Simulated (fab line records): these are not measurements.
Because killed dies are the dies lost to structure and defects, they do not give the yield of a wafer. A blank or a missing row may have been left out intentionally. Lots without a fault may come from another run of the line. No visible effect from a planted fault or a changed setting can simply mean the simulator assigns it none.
Which tool was responsible? ; flow nand-harc ; 15 lots with 45 wafers sampled at 6 steps, on a route of 1159 steps

== WHAT THE GAUGES SHOWED, per wafer ==
NHARC_A_M0_CD_MEAS_09 targets a cd of 80 nm.
lot;measured;on;cd-nm (nm)
L397;day 18 05:44;cd-sem-03;80.1 80.5 80.3
L399;day 18 14:17;cd-sem-02;80.4 80.5 80.1
L398;day 19 00:36;cd-sem-01;80.8 79.9 80.4
L400;day 19 12:53;cd-sem-02;81.7 80.0 80.3
L404;day 19 13:19;cd-sem-02;80.3 81.8 81.0
L403;day 19 23:43;cd-sem-03;79.2 80.5 79.9
L405;day 20 00:28;cd-sem-01;79.8 79.2 78.9
L402;day 20 03:38;cd-sem-03;80.9 80.4 79.3
L407;day 20 04:12;cd-sem-02;78.8 78.9 80.0
L406;day 20 05:11;cd-sem-02;79.2 79.5 81.4
L409;day 20 13:42;cd-sem-01;79.8 79.0 78.9
L412;day 21 14:15;cd-sem-03;79.1 80.0 80.4
L419;day 22 12:59;cd-sem-02;64.7 81.0 62.8
L417;day 22 14:55;cd-sem-03;62.1 80.5 64.6
L420;day 23 11:09;cd-sem-02;62.0 79.3 80.4

NHARC_A_M0_CD_MEAS_16.
lot;measured;on;cd-nm (nm)
L397;day 18 06:14;cd-sem-01;80.8 79.9 80.5
L399;day 18 14:46;cd-sem-01;80.4 80.9 80.7
L398;day 19 01:05;cd-sem-01;80.8 79.4 79.7
L400;day 19 13:23;cd-sem-03;83.2 80.5 80.8
L404;day 19 13:49;cd-sem-01;81.6 81.8 82.1
L403;day 20 00:13;cd-sem-03;80.1 80.6 79.6
L405;day 20 00:57;cd-sem-02;79.9 79.3 79.2
L402;day 20 04:07;cd-sem-02;81.2 79.6 78.5
L407;day 20 04:41;cd-sem-02;78.9 79.0 77.7
L406;day 20 05:41;cd-sem-02;78.6 80.5 80.6
L409;day 20 14:14;cd-sem-01;79.2 78.7 78.9
L412;day 21 14:44;cd-sem-03;78.8 80.2 80.2
L419;day 22 13:28;cd-sem-01;65.5 80.9 62.2
L417;day 22 15:25;cd-sem-02;62.3 80.2 65.6
L420;day 23 11:41;cd-sem-03;62.3 78.5 80.3

== EACH LOT AND THE TOOL THAT RAN IT (in order: tool; ch and the chambers of the sampled wafers; start) ==
lot;NHARC_A_BLC_ETCH_17;NHARC_A_BLC_STRIP_21;NHARC_A_BLC_PVD_32;NHARC_A_M0_EXPOSE_06
L397;rie-diel-08 ch 1,2,3, day 17 15:29 or earlier;rie-diel-01 ch 0,3, day 17 15:29;pvd-sputter-01, day 18 05:36 or earlier;arfi-scanner-01 ch 0, day 18 05:36
L399;rie-diel-11 ch 2,3, day 18 11:32 or earlier;rie-diel-01 ch 0,3, day 18 11:32;pvd-sputter-02, day 18 14:08 or earlier;arfi-scanner-02 ch 0, day 18 14:08
L398;rie-diel-01 ch 0,3, day 18 21:53 or earlier;rie-diel-11 ch 2,3, day 18 21:53;pvd-sputter-02, day 19 00:28 or earlier;arfi-scanner-02 ch 0, day 19 00:28
L400;rie-diel-11 ch 1,2,3, day 19 02:34 or earlier;rie-diel-01 ch 2,3, day 19 02:34;pvd-sputter-01, day 19 12:44 or earlier;arfi-scanner-01 ch 0, day 19 12:44
L404;rie-diel-01 ch 0,3, day 19 03:53 or earlier;rie-diel-11 ch 1,3, day 19 03:53;pvd-sputter-02, day 19 13:11 or earlier;arfi-scanner-03 ch 0, day 19 13:11
L403;rie-diel-01 ch 0,1,3, day 19 18:04 or earlier;rie-diel-01 ch 0,1,3, day 19 18:04;pvd-sputter-03, day 19 23:35 or earlier;arfi-scanner-02 ch 0, day 19 23:35
L405;rie-diel-01 ch 0,2, day 19 19:32 or earlier;rie-diel-11 ch 0,1,2, day 19 19:32;pvd-sputter-02, day 20 00:20 or earlier;arfi-scanner-03 ch 0, day 20 00:20
L402;rie-diel-11 ch 0,3, day 19 22:17 or earlier;rie-diel-01 ch 0,1,3, day 19 22:17;pvd-sputter-01, day 20 03:29 or earlier;arfi-scanner-02 ch 0, day 20 03:29
L407;rie-diel-11 ch 0,1,3, day 20 00:29 or earlier;rie-diel-01 ch 0,1,3, day 20 00:29;pvd-sputter-01, day 20 04:04 or earlier;arfi-scanner-01 ch 0, day 20 04:04
L406;rie-diel-01 ch 0,1,2, day 20 01:56 or earlier;rie-diel-11 ch 0,1, day 20 01:56;pvd-sputter-01, day 20 05:03 or earlier;arfi-scanner-03 ch 0, day 20 05:03
L409;rie-diel-01 ch 0,1, day 20 05:26 or earlier;rie-diel-08 ch 2,3, day 20 05:26;pvd-sputter-01, day 20 13:34 or earlier;arfi-scanner-03 ch 0, day 20 13:34
L412;rie-diel-11 ch 0,1, day 21 02:05 or earlier;rie-diel-01 ch 0,1,3, day 21 02:05;pvd-sputter-03, day 21 14:07 or earlier;arfi-scanner-01 ch 0, day 21 14:07
L419;rie-diel-11 ch 1,2,3, day 22 07:21 or earlier;rie-diel-01 ch 0,3, day 22 07:21;pvd-sputter-01, day 22 12:50 or earlier;arfi-scanner-02 ch 0, day 22 12:50
L417;rie-diel-08 ch 0,2,3, day 22 08:05 or earlier;rie-diel-11 ch 0,1, day 22 08:05;pvd-sputter-03, day 22 14:47 or earlier;arfi-scanner-02 ch 0, day 22 14:47
L420;rie-diel-11 ch 0,1,3, day 23 07:47 or earlier;rie-diel-01 ch 1,2,3, day 23 07:47;pvd-sputter-01, day 23 11:01 or earlier;arfi-scanner-02 ch 0, day 23 11:01
- NHARC_A_BLC_ETCH_17: etches the open film in N2/H2, target depth 390 nm, time 609.38 s.
- NHARC_A_BLC_STRIP_21: strips in O2.
- NHARC_A_BLC_PVD_32: deposits Ti, target thk 5 nm, time 17.7 s.
- NHARC_A_M0_EXPOSE_06: exposes mask A M0, target cd 80 nm.

== AS READ BY THE TOOLS THEMSELVES (means over the sampled wafers that have a number; for cases with no such wafer, the mark the record gives instead) ==
NHARC_A_BLC_ETCH_17.
lot;tool;drypump-motor-current-A (A);h2-flow-sccm (sccm);oes-product-au (a.u.);rf-vpp-V (V);showerhead-plenum-p-Torr (Torr);throttle-valve-pct (%)
L397;rie-diel-08;6.4;150.1;0.993;428;1.97;14.168
L399;rie-diel-11;5.1;150.1;0.993;434;2.18;14.175
L398;rie-diel-01;6.1;149.5;1.007;431;2.04;14.178
L400;rie-diel-11;5.4;150.0;0.994;433;2.08;14.180
L404;rie-diel-01;6.0;150.5;1.001;431;2.04;14.180
L403;rie-diel-01;5.7;150.4;0.989;430;2.00;14.170
L405;rie-diel-01;5.6;149.9;1.002;427;1.93;14.162
L402;rie-diel-11;5.4;149.9;1.007;433;2.09;14.165
L407;rie-diel-11;5.7;150.0;0.998;429;2.00;14.165
L406;rie-diel-01;5.5;149.8;1.000;428;1.94;14.176
L409;rie-diel-01;5.5;149.7;0.998;429;1.97;14.175
L412;rie-diel-11;6.1;149.7;0.995;427;1.91;14.176
L419;rie-diel-11;5.4;149.9;1.002;432;2.08;14.175
L417;rie-diel-08;6.1;150.2;0.986;429;1.98;14.170
L420;rie-diel-11;5.7;150.0;0.996;429;2.00;14.172

NHARC_A_BLC_STRIP_21.
lot;tool;drypump-motor-current-A (A);oes-product-au (a.u.);rf-vpp-V (V);showerhead-plenum-p-Torr (Torr);throttle-valve-pct (%)
L397;rie-diel-01;5.8;1.006;57.8;3.49;17.036
L399;rie-diel-01;5.8;1.011;56.4;3.49;17.028
L398;rie-diel-11;5.1;0.999;58.9;3.75;17.040
L400;rie-diel-01;6.0;1.001;57.4;3.49;17.044
L404;rie-diel-11;5.7;1.007;57.6;3.44;17.031
L403;rie-diel-01;5.8;0.998;57.9;3.46;17.037
L405;rie-diel-11;5.8;0.999;57.5;3.45;17.042
L402;rie-diel-01;5.7;1.004;57.7;3.46;17.051
L407;rie-diel-01;5.8;0.998;57.7;3.46;17.038
L406;rie-diel-11;6.1;1.006;58.0;3.32;17.042
L409;rie-diel-08;6.3;0.999;56.7;3.44;17.033
L412;rie-diel-01;5.7;1.002;58.0;3.46;17.029
L419;rie-diel-01;5.8;0.994;57.6;3.49;17.041
L417;rie-diel-11;6.1;1.007;57.5;3.31;17.040
L420;rie-diel-01;5.8;1.000;57.9;3.42;17.035

NHARC_A_BLC_PVD_32.
lot;tool;throttle-valve-pct (%)
L397;pvd-sputter-01;29.3
L399;pvd-sputter-02;30.1
L398;pvd-sputter-02;29.7
L400;pvd-sputter-01;29.1
L404;pvd-sputter-02;29.9
L403;pvd-sputter-03;29.8
L405;pvd-sputter-02;30.0
L402;pvd-sputter-01;29.4
L407;pvd-sputter-01;29.3
L406;pvd-sputter-01;29.1
L409;pvd-sputter-01;30.8
L412;pvd-sputter-03;30.7
L419;pvd-sputter-01;29.1
L417;pvd-sputter-03;30.6
L420;pvd-sputter-01;29.2

== THE ANSWER, worked out from the rows above alone ==
Rule: what is usual is taken from the lots themselves. The widest of any qualifying gaps counts: lots, ordered by their means at a reading, are off when they make up no more than a third of the lots, leave a main group of 4 or more, and stand apart from it by 3 or more times the standard deviation of that group's means. The tables above print the reading to a certain number of digits; a main group whose means all agree to those digits is not used. A lot without any number at a reading at which 4 lots or more have one is off too. The other lots that the step has rows for count as sound. The gauges are gone through in route order, then the tools' own readings, and for those a lot's mean is taken as printed above. The first step at which some lot is off is used, and at that step the reading that is off furthest; a lot without a number counts as furthest.
Off at NHARC_A_M0_CD_MEAS_09 (cd-nm): L419, L417, L420. Main group: mean 80.0 nm, sd 0.55.
If a tool, at a process step before that reading, ran all the lots that are off and no sound lot after the first of them, it fits. Gauges at NHARC_A_M0_CD_MEAS_09: tried the same way as those tools. With no start given for some of its lots, NHARC_A_BLC_ETCH_17 uses the hours and lot order of NHARC_A_BLC_STRIP_21. With no start given for some of its lots, NHARC_A_BLC_PVD_32 uses the hours and lot order of NHARC_A_M0_EXPOSE_06. One fits: arfi-scanner-02 at NHARC_A_M0_EXPOSE_06. A fault onset in the window from L402 (day 20 03:29, its last sound lot) to L419 (day 22 12:50, its first lot off) fits.

== WHAT HAD BEEN PUT IN BY THE SIMULATOR ==
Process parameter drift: arfi-scanner-02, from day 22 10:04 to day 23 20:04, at NHARC_A_M0_EXPOSE_06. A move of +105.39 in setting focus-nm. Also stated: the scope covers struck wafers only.
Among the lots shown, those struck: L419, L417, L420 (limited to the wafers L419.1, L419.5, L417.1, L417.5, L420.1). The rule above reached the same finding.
